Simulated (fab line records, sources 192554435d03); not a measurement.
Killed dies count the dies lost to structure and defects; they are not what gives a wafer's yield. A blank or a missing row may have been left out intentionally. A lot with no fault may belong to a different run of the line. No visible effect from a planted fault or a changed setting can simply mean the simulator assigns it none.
Struck lot and sound lot, side by side + flow n5-finfet + 16 steps out of a route of 1938
Sound: the wafers L263.2, L263.3, L263.5. Struck: wafers L248.1, L248.4, L248.6. Last of all comes the cause.
Order at every step that has rows: each side's tool, ch and its chambers, its first start. Under that, the readings that differ: sound wafers + struck wafers + difference of the means + sigmas: that difference in standard deviations of wafers without a fault.
alike: same words and numbers on both sides, and readings whose means sit less than 2 such deviations apart. not compared: any withheld reading, any reading some wafer has no value for, any bound like >300 that may hide the same value, and any number with overlapping values for which the record gives no deviation.
Wherever a step has rows on one side only, a row that says differs or no value, or a row with sigmas, the two part there. When numbers do not overlap yet have no deviation, they are printed without sigmas and do not part them. Lack of a reading on every wafer of one side parts them only where that side has two or more wafers.

first, 9 steps without rows for these wafers: N5_BEOL_M3_COAT_76 (time 60 s, resist thk 5 nm); N5_BEOL_M3_COAT_22 (resist thk 30 nm); N5_BEOL_M3_EBR_24; N5_BEOL_M3_SOFTBAKE_23 (time 60 s); N5_BEOL_M3_EXPOSE_25 (exposes mask V2, defocus 5 nm); N5_BEOL_M3_PEB_26 (peb time 60 s); N5_BEOL_M3_DEVELOP_27 (develop time 30 s); N5_BEOL_M3_DESCUM_33 (chemistry O2, time 7 s); N5_BEOL_M3_ETCH_77 (etches underlayer in N2/H2, target depth 6.5 nm, time 5.2 s).
N5_BEOL_M3_ETCH_69: etches SiARC in CF4, target depth 15.6 nm, time 26 s.
  sound on rie-diel-05 ch 0,2, day 12 23:32; struck on rie-diel-04 ch 0,1,3, day 9 07:21
  no value came back on the struck wafers for any of 9 readings (bias-w (W), cf4-flow-sccm (sccm) and others); on the sound wafers bias-w (W) reads 35.97 35.97 36.08
  not compared: rf-hours-counter-h
then, 1 step without rows for these wafers: N5_BEOL_M3_ALD_98 (deposits SiO2, target thk 2.5 nm, pulse time 1 s, co reactant pulse time 1 s).
N5_BEOL_M3_ETCHBACK_99: etches SiO2 in CHF3, target depth 5 nm, time 10.4 s.
  sound on rie-diel-04 ch 0,2,3, day 12 23:45; struck on rie-diel-05 ch 0,1, day 9 14:10
| reading               | sound             | struck            | difference | sigmas |
|-----------------------|-------------------|-------------------|------------|--------|
| mfc-ar-sccm (sccm)    | 201.4 200.0 200.0 | 199.9 199.3 198.1 | -1.4       | -2     |
| oes-product-au (a.u.) | 0.87 0.87 0.73    | 0.29 0.29 0.35    | -0.51      | -7     |
  alike: drypump-motor-current-A, rf-vpp-V, showerhead-plenum-p-Torr, throttle-valve-pct
  not compared: rf-hours-counter-h
N5_BEOL_M3_ETCH_70: etches SOC in N2/H2, target depth 80 nm, overetch 16 nm, time 120 s.
  sound on rie-diel-04 ch 0,2,3, day 12 23:47; struck on rie-diel-05 ch 0,1, day 9 14:12
| reading               | sound          | struck         | difference | sigmas |
|-----------------------|----------------|----------------|------------|--------|
| oes-product-au (a.u.) | 0.65 0.66 0.55 | 0.29 0.29 0.34 | -0.31      | -6     |
  alike: bias-w, chamber-pressure-mTorr, drypump-motor-current-A, h2-flow-sccm, rf-vpp-V, showerhead-plenum-p-Torr, temp-c, throttle-valve-pct
  not compared: rf-hours-counter-h
then, 1 step without rows for these wafers: N5_BEOL_M3_STRIP_71 (strips in N2/H2).
N5_BEOL_M4_RC_MEAS_101:
  the record has rows for the sound wafers here (prober-01 ch 0, day 13 22:19) and none for the struck ones
-- here the record skips 5 days between the struck wafers' starts before and after, leaving off in module BEOL_M4 and picking up in module PASSIVATION (first step shown: number 1936 of the route) --
N5_PASSIVATION_PROBE_49:
  the record has rows for the struck wafers here (prober-02, day 14 17:05) and none for the sound ones

WHERE THEY PART
Last at N5_PASSIVATION_PROBE_49 as far as this record goes, first at N5_BEOL_M3_ETCH_69.

WHY: the cause the simulator had injected
Step skipped in full: rie-diel-04, at N5_BEOL_M3_ETCH_69, from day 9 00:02 onward. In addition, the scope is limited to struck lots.
